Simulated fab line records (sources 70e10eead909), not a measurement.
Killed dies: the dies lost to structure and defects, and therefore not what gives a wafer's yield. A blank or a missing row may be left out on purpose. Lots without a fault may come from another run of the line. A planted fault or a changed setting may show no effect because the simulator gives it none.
The tool behind it: which one? | flow nandHarc | 12 lots with 36 wafers sampled at 6 steps, on a route of 1302 steps

WHAT THE GAUGES SHOWED, per wafer
NHARC_P_GATE_INSPECT_68. Usual: rawDefectCount reads 197 (standard deviation 71).
lot  | measured     | on               | rawDefectCount | flag
L459 | day 6 01:48  | defectInspect-01 | 156 156 138    | 
L460 | day 6 09:32  | defectInspect-01 | 140 233 185    | 
L466 | day 8 16:17  | defectInspect-02 | 152 203 157    | 
L467 | day 9 05:15  | defectInspect-01 | 202 178 229    | 
L468 | day 9 21:09  | defectInspect-01 | 381 216 332    | 
L469 | day 10 05:56 | defectInspect-02 | 1177 1146 1211 | OFF
L470 | day 10 14:26 | defectInspect-02 | 1215 1208 1074 | OFF
L471 | day 11 02:49 | defectInspect-02 | 1229 1225 1219 | OFF
L474 | day 11 22:38 | defectInspect-02 | 137 381 135    | 
L480 | day 14 15:40 | defectInspect-01 | 143 176 183    | 
L481 | day 15 00:16 | defectInspect-01 | 196 150 128    | 
L482 | day 15 06:17 | defectInspect-02 | 407 227 351    | 

NHARC_END_SORT_01. Usual: killedAtArray 54, standard deviation 21; killedAtOther 0.9, standard deviation 1.1; killedAtPeriphery 3.5, standard deviation 2.5; killedDies 58, standard deviation 21; killedOpen 3.3, standard deviation 1.9; killedShort 2.6, standard deviation 1.8.
lot  | measured     | on        | killedAtArray | killedAtOther | killedAtPeriphery | killedDies  | killedOpen | killedShort | flag
L469 | day 29 02:26 | prober-01 | 44 34 41      | 0 0 0         | 63 87 68          | 107 121 109 | 2 1 5      | 1 1 2       | OFF
L470 | day 29 21:07 | prober-02 | 38 32 32      | 0 2 0         | 102 67 98         | 140 101 130 | 5 3 1      | 3 4 1       | OFF
L471 | day 30 20:46 | prober-02 | 37 63 58      | 0 0 0         | 97 99 71          | 134 162 129 | 4 2 5      | 6 2 2       | OFF

TOOL THAT RAN EACH LOT (tool first, then ch and the chambers of the sampled wafers, then the start)
lot  | NHARC_P_GATE_STRIP_35              | NHARC_P_GATE_STRIP_111              | NHARC_P_GATE_STRIP_75               | NHARC_P_CONTACT_DESCUM_17
L459 | wetBench-05 ch 0,1,5, day 5 08:28  | plasmaAsher-02 ch 0,1, day 5 19:49  | plasmaAsher-02 ch 0,1, day 5 20:04  | rieDiel-05 ch 0,1,2, day 6 03:38
L460 | wetBench-07 ch 3,4,7, day 5 14:04  | plasmaAsher-01 ch 0,1, day 6 03:39  | plasmaAsher-01 ch 0,1, day 6 03:57  | rieDiel-07 ch 0,1, day 6 11:20
L466 | wetBench-05 ch 0,4,6, day 7 22:42  | plasmaAsher-02 ch 0,1, day 8 10:14  | plasmaAsher-02 ch 0,1, day 8 10:29  | rieDiel-11 ch 2,3, day 8 17:58
L467 | wetBench-07 ch 3,4,6, day 8 11:47  | plasmaAsher-01 ch 0,1, day 8 23:03  | plasmaAsher-01 ch 0,1, day 8 23:19  | rieDiel-11 ch 0,1,2, day 9 06:56
L468 | wetBench-07 ch 0,2,3, day 9 01:54  | plasmaAsher-01 ch 0,1, day 9 15:16  | plasmaAsher-01 ch 0,1, day 9 15:34  | rieDiel-11 ch 0,1,2, day 9 23:02
L469 | wetBench-07 ch 1,5,6, day 9 12:03  | plasmaAsher-01 ch 0,1, day 9 23:32  | plasmaAsher-01 ch 0,1, day 9 23:51  | rieDiel-05 ch 0,2,3, day 10 07:46
L470 | wetBench-07 ch 0,1,5, day 9 20:55  | plasmaAsher-02 ch 0,1, day 10 08:22 | plasmaAsher-02 ch 0,1, day 10 08:33 | rieDiel-07 ch 0,1, day 10 16:16
L471 | wetBench-07 ch 0,1,2, day 10 08:10 | plasmaAsher-01 ch 0,1, day 10 19:45 | plasmaAsher-01 ch 0,1, day 10 20:03 | rieDiel-07 ch 0,1,3, day 11 04:35
L474 | wetBench-01 ch 0,1,6, day 11 05:15 | plasmaAsher-01 ch 0,1, day 11 16:37 | plasmaAsher-01 ch 0,1, day 11 16:55 | rieDiel-07 ch 0,1, day 12 00:26
L480 | wetBench-07 ch 1,4,5, day 13 22:28 | plasmaAsher-02 ch 0,1, day 14 10:04 | plasmaAsher-02 ch 0,1, day 14 10:14 | rieDiel-11 ch 1,2,3, day 14 17:28
L481 | wetBench-07 ch 1,5,6, day 14 06:33 | plasmaAsher-01 ch 0,1, day 14 17:54 | plasmaAsher-01 ch 0,1, day 14 18:13 | rieDiel-07 ch 2,3, day 15 01:57
L482 | wetBench-07 ch 2,4,5, day 14 12:49 | plasmaAsher-02 ch 0,1, day 15 00:28 | plasmaAsher-02 ch 0,1, day 15 00:41 | rieDiel-07 ch 0,1, day 15 08:04
- NHARC_P_GATE_STRIP_35: strips in SPM, time 600 s.
- NHARC_P_GATE_STRIP_111: strips in N2/H2, time 250 s.
- NHARC_P_GATE_STRIP_75: strips in O2.
- NHARC_P_CONTACT_DESCUM_17: chemistry O2, time 3 s.

WHAT THE TOOLS THEMSELVES READ (means of the sampled wafers that have a number; where no wafer has one, the mark that the record gives instead)
NHARC_P_GATE_STRIP_111. Usual: drypumpMotorCurrentA 5.53 A, standard deviation 0.19; heaterPowerW 91 W, standard deviation 11.
lot  | tool           | drypumpMotorCurrentA (A) | heaterPowerW (W) | flag
L459 | plasmaAsher-02 | 5.33                     | 101              | 
L460 | plasmaAsher-01 | 5.72                     | 81               | 
L466 | plasmaAsher-02 | 5.34                     | 101              | 
L467 | plasmaAsher-01 | 5.72                     | 84               | 
L468 | plasmaAsher-01 | 5.73                     | 80               | 
L469 | plasmaAsher-01 | 5.75                     | 79               | 
L470 | plasmaAsher-02 | 5.36                     | 98               | 
L471 | plasmaAsher-01 | 5.76                     | 78               | 
L474 | plasmaAsher-01 | 5.75                     | 78               | 
L480 | plasmaAsher-02 | 5.33                     | 102              | 
L481 | plasmaAsher-01 | 5.73                     | 79               | 
L482 | plasmaAsher-02 | 5.33                     | 103              | 

NHARC_P_GATE_STRIP_75. Usual: drypumpMotorCurrentA 5.54 A, standard deviation 0.19; heaterPowerW 339 W, standard deviation 41.
lot  | tool           | drypumpMotorCurrentA (A) | heaterPowerW (W) | flag
L459 | plasmaAsher-02 | 5.34                     | 375              | 
L460 | plasmaAsher-01 | 5.74                     | 302              | 
L466 | plasmaAsher-02 | 5.34                     | 364              | 
L467 | plasmaAsher-01 | 5.71                     | 310              | 
L468 | plasmaAsher-01 | 5.74                     | 293              | 
L469 | plasmaAsher-01 | 5.74                     | 300              | 
L470 | plasmaAsher-02 | 5.36                     | 366              | 
L471 | plasmaAsher-01 | 5.74                     | 294              | 
L474 | plasmaAsher-01 | 5.74                     | 298              | 
L480 | plasmaAsher-02 | 5.35                     | 382              | 
L481 | plasmaAsher-01 | 5.73                     | 297              | 
L482 | plasmaAsher-02 | 5.33                     | 390              | 

NHARC_P_CONTACT_DESCUM_17. Usual: drypumpMotorCurrentA 5.74 A, standard deviation 0.3; oesProductAu 1.000 a.u., standard deviation 0.013; rfVppV 57.8 V, standard deviation 0.93; showerheadPlenumPTorr 1.94 Torr, standard deviation 0.076; throttleValvePct 11.311 %, standard deviation 0.0086.
lot  | tool       | drypumpMotorCurrentA (A) | oesProductAu (a.u.) | rfVppV (V) | showerheadPlenumPTorr (Torr) | throttleValvePct (%) | flag
L459 | rieDiel-05 | 5.78                     | 1.006               | 57.7       | 2.00                         | 11.305               | 
L460 | rieDiel-07 | 5.87                     | 0.979               | 57.9       | 1.99                         | 11.314               | 
L466 | rieDiel-11 | 5.62                     | 0.993               | 57.8       | 1.90                         | 11.307               | 
L467 | rieDiel-11 | 5.67                     | 1.003               | 57.6       | 1.85                         | 11.316               | 
L468 | rieDiel-11 | 5.69                     | 0.999               | 57.0       | 1.86                         | 11.313               | 
L469 | rieDiel-05 | 5.61                     | 1.008               | 57.7       | 1.97                         | 11.303               | 
L470 | rieDiel-07 | 5.68                     | 0.995               | 57.6       | 1.96                         | 11.311               | 
L471 | rieDiel-07 | 5.84                     | 0.999               | 58.7       | 1.96                         | 11.318               | 
L474 | rieDiel-07 | 5.86                     | 0.993               | 58.7       | 1.99                         | 11.309               | 
L480 | rieDiel-11 | 5.53                     | 1.002               | 57.2       | 1.88                         | 11.313               | 
L481 | rieDiel-07 | 6.06                     | 1.007               | 58.6       | 1.97                         | 11.312               | 
L482 | rieDiel-07 | 5.69                     | 0.996               | 57.6       | 1.95                         | 11.313               | 

THE ANSWER, worked out from the rows above alone
Rule: take the mean of a lot's wafers that have a number; if it is more than 3 standard deviations from the usual mean, the lot is off. A lot without any number at a reading at which 4 lots or more have one is off too. Where the step has rows for the other lots, those lots are counted as sound. After the gauges, taken in route order, come the tools' own readings; for these a lot's mean is taken, as printed above. The first step at which some lot is off is used, and at that step the reading that is off furthest; a lot without a number counts as furthest.
Off at NHARC_P_GATE_INSPECT_68 (rawDefectCount): L469, L470, L471.
A tool fits if, at a process step before that reading, it ran every lot that is off, and no sound lot after the first of them. The gauges at NHARC_P_GATE_INSPECT_68 aren't tried: what is off there is off at NHARC_END_SORT_01 too, on other tools, and a gauge's error can't cause that. Of those tried, none fits.

WHAT WAS PUT IN BY THE SIMULATOR
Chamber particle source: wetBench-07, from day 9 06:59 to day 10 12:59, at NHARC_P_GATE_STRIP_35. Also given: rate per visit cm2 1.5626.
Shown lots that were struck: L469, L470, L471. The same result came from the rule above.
